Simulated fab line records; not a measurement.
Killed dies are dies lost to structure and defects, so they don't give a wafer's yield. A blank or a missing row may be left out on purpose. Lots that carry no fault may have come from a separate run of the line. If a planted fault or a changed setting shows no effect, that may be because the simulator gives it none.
Chamber matching + flow n5Finfet + cmp-03 running N5_BEOL_M1_CMP_52: 4 sister chambers
The step polishes, stops on SiOC, t overpolish 6.8 s, target thk 40 nm. 4 wafers are shown with their chamber, then 7 later ones without.

== EACH WAFER AND ITS CHAMBER ==
| wafer  | chamber | motorCurrentA (A) |
|--------|---------|-------------------|
| L166.1 | 2       | 5.5               |
| L169.4 | 0       | 5.6               |
| L169.5 | 3       | 6.3               |
| L170.1 | 1       | 5.6               |

== WAFERS WITH NO CHAMBER GIVEN ==
| wafer  | motorCurrentA (A) |
|--------|-------------------|
| L170.4 | 6.5               |
| L170.6 | 6.1               |
| L179.2 | 6.2               |
| L179.4 | 5.6               |
| L179.5 | 5.5               |
| L180.4 | 5.5               |
| L180.6 | 5.3               |

== WHICH CHAMBER EACH WENT THROUGH ==
| wafer  | from the rows above          | in truth |
|--------|------------------------------|----------|
| L170.4 | 3                            | 3        |
| L170.6 | 3                            | 3        |
| L179.2 | 3                            | 3        |
| L179.4 | can't be placed: 0 or 1 or 2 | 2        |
| L179.5 | can't be placed: 2 or 0 or 1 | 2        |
| L180.4 | can't be placed: 2 or 0 or 1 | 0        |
| L180.6 | can't be placed: 2 or 0 or 1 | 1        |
3 of 7 placed correctly. Not placeable from these rows: 4 (in 4, the candidates include the true chamber). Wrongly placed: 0.
How it was worked out, from the rows above alone: a wafer's distance from a chamber is the root of the sum, over the readings, of the square of ((its reading less the chamber's mean) divided by the reading's scatter). If the next closest chamber is less than 2 further off than the closest, the wafer can't be placed; otherwise it belongs to the closest. The mean given for a chamber averages the wafers shown for that chamber. The scatter (one wafer shown for each chamber): square how far every hidden wafer sits from the nearest shown wafer, average those squares and take the square root.
